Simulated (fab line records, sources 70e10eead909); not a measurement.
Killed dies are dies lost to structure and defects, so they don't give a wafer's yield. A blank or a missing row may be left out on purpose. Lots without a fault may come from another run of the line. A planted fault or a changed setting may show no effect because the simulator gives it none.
A struck lot beside a sound one | flow nand_harc | 15 steps out of a route of 1159
Sound: wafers L996.1, L996.3, L996.4. Struck: wafers L108.1, L108.2, L108.4. The cause comes at the end.
At each step with rows: each side's tool, then ch and its chambers, then its first start. Under that, the readings that differ: sound wafers | struck wafers | difference of the means | sigmas: that difference in standard deviations of wafers without a fault.
alike: readings whose means differ by less than 2 such deviations, and words and numbers that are the same on both sides. not compared: withheld readings, readings that some wafer has no value for, bounds like >300 that may hide the same value, and numbers for which the record gives no deviation and whose values overlap.
The two part at a step that has a row with sigmas, a row that says differs or no value, or rows on one side only. Numbers that don't overlap but have no deviation are shown without sigmas and don't part them. A reading that every wafer of one side lacks parts them only if that side has two wafers or more.

first, 1 step without rows for these wafers: NHARC_THIN_TSV_DESCUM_14 (chemistry O2, time 3 s).
NHARC_THIN_TSV_ETCH_44: etches the open film in CF4/O2, target depth 1594.2 nm, time 797.1 s.
  sound on rie_diel-01 ch 0,1,3, day 19 18:01; struck on rie_diel-01 ch 0,1,3, day 23 06:04
  reading                | sound  | struck | difference | sigmas
  rf_hours_counter_h (h) | 10 8 9 | 1 2 2  | -7         |
  alike: chamber_pressure_mTorr, drypump_motor_current_A, o2_flow_sccm, oes_product_au, rf_vpp_V, showerhead_plenum_p_Torr, throttle_valve_pct
then, 1 step without rows for these wafers: NHARC_THIN_TSV_ETCH_15 (target depth 3000 nm, bosch target overetch cycles 2, bosch etch step 2.8 s).
NHARC_THIN_TSV_CD_MEAS_16:
  sound on cd_sem-01, day 19 18:44; struck on cd_sem-03, day 23 06:47
  alike: cd_nm
then, 2 steps without rows for these wafers: NHARC_THIN_TSV_STRIP_45 (strips in O2); NHARC_THIN_TSV_STRIP_46 (strips in post etch residue remover, time 1200 s).
NHARC_THIN_TSV_DEP_47: deposits SiO2, target thk 200 nm.
  sound on pecvd-04 ch 0,2, day 19 19:37; struck on pecvd-02 ch 0,1,2, day 23 07:42
  alike: chamber_pressure_Torr, throttle_valve_pct
NHARC_THIN_TSV_ETCHBACK_48: etches the open film in C4F8/Ar, target depth 1028.5 nm, time 405.17 s.
  sound on rie_diel-03 ch 1,2,3, day 19 20:01; struck on rie_diel-07 ch 1,2,3, day 23 08:04
  alike: chamber_pressure_mTorr, oes_product_au, rf_vpp_V
  not compared: rf_hours_counter_h
then, 1 step without rows for these wafers: NHARC_THIN_TSV_STRIP_62 (strips in N2/H2, time 20 s).
NHARC_THIN_TSV_DEGAS_49: time 120 s.
  sound on pvd_sputter-01, day 19 20:34; struck on pvd_sputter-03, day 23 08:35
  alike: heater_power_w
then, 1 step without rows for these wafers: NHARC_THIN_TSV_PRE_CLEAN_50 (time 30 s).
NHARC_THIN_TSV_PVD_19: deposits TaN, target thk 20 nm.
  sound on pvd_sputter-01; struck on pvd_sputter-03
  alike: chamber_pressure_pa, throttle_valve_pct
NHARC_THIN_TSV_PVD_51: deposits Cu, target thk 100 nm.
  sound on pvd_sputter-01, day 19 22:04; struck on pvd_sputter-03, day 23 08:52
  no value came back on the struck wafers for chamber_pressure_pa (Pa), throttle_valve_pct (%); on the sound wafers chamber_pressure_pa (Pa) reads 4.998 4.987 5.001
then, 1 step without rows for these wafers: NHARC_THIN_TSV_ECD_20 (material Cu, target thk 2000 nm).
NHARC_END_SORT_01:
  sound on prober-02 ch 0, day 20 10:42; struck on prober-02 ch 0, day 23 19:56
  reading                  | sound           | struck         | difference | sigmas
  defect_limited_yield (%) | 95.6 96.3 96.3  | 0 0 0          | -96        | -57
  killed_at_array          | 23 23 23        | 44 45 46       | +22        | +2
  killed_at_other          | 0 0 0           | 630 632 630    | +631       | +99 or more
  killed_dies              | 30 25 25        | 677 677 677    | +650       | +59
  sort_bin_2_pct (%)       | 1.3 1.3 1.6     | 94.7 96.2 95.7 | +94.1      | +99 or more
  sort_bin_3_pct (%)       | 0.15 0.30 0     | 0.30 0.74 1.03 | +0.54      | +2
  sort_n_pass              | 647 652 652     | 0 0 0          | -650       | -59
  sort_rim_yield_pct (%)   | 100.0 99.1 98.1 | 0 0 0          | -99        | -38
  sort_yield_pct (%)       | 95.6 96.3 96.3  | 0 0 0          | -96        | -57
  alike: killed_at_periphery, killed_open, killed_short, sort_bin_4_pct

WHERE THEY PART
First at NHARC_THIN_TSV_PVD_51; last, within this record, at NHARC_END_SORT_01.

WHY: what the simulator had put in
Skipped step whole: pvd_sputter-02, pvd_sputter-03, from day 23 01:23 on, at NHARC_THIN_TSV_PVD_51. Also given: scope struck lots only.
